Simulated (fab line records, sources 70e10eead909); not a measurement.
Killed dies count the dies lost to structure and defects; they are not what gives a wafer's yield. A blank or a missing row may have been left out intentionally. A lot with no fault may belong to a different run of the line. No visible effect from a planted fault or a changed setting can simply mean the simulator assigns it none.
Chamber matching + flow nand_harc + NHARC_A_CONTACT_ALD_18 on ald_metal-04: 4 sister chambers
The step deposits TiN, target thk 3 nm, pulse time 1 s, ald cycles 150. 7 wafers are shown with their chamber, then 7 later ones without.

WAFERS WITH THEIR CHAMBER
| wafer  | chamber | heater_power_w (W) | precursor_pulse_height_rel |
|--------|---------|--------------------|----------------------------|
| L074.3 | 2       | 1107               | 0.989                      |
| L078.3 | 0       | 1217               | 0.999                      |
| L078.5 | 1       | 1090               | 0.995                      |
| L085.5 | 0       | 1230               | 1.020                      |
| L085.6 | 3       | 974                | 1.023                      |
| L092.2 | 1       | 1063               | 0.969                      |
| L092.4 | 3       | 972                | 1.006                      |

WAFERS WHOSE CHAMBER IS MISSING
| wafer  | heater_power_w (W) | precursor_pulse_height_rel |
|--------|--------------------|----------------------------|
| L092.6 | 1088               | 0.985                      |
| L095.1 | 1000               | 1.007                      |
| L095.4 | 1234               | 1.022                      |
| L095.5 | 1095               | 0.987                      |
| L096.1 | 1263               | 1.027                      |
| L096.5 | 967                | 0.983                      |
| L096.6 | 1220               | 1.009                      |

WHICH CHAMBER EACH ONE RAN IN
| wafer  | from the rows above     | in truth |
|--------|-------------------------|----------|
| L092.6 | can't be placed: 1 or 2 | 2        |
| L095.1 | 3                       | 3        |
| L095.4 | 0                       | 0        |
| L095.5 | can't be placed: 2 or 1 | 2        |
| L096.1 | 0                       | 0        |
| L096.5 | 3                       | 3        |
| L096.6 | 0                       | 0        |
Correct placement for 5 of the 7. Cannot be placed on the basis of these rows: 2; the candidates contain the true chamber in 2. Number placed wrongly: 0.
How it was worked out, from the rows above alone: a wafer's distance from a chamber is the root of the sum, over the readings, of the square of ((its reading less the chamber's mean) divided by the reading's scatter). The wafer belongs to the nearest chamber; if the next one is less than 2 further off, it can't be placed. For every chamber, the mean is computed from those of its wafers that are shown. How the scatter is found: for the shown wafers, subtract from each reading the mean of its chamber, square and add these, divide the total by (wafers less chambers), then take the root.
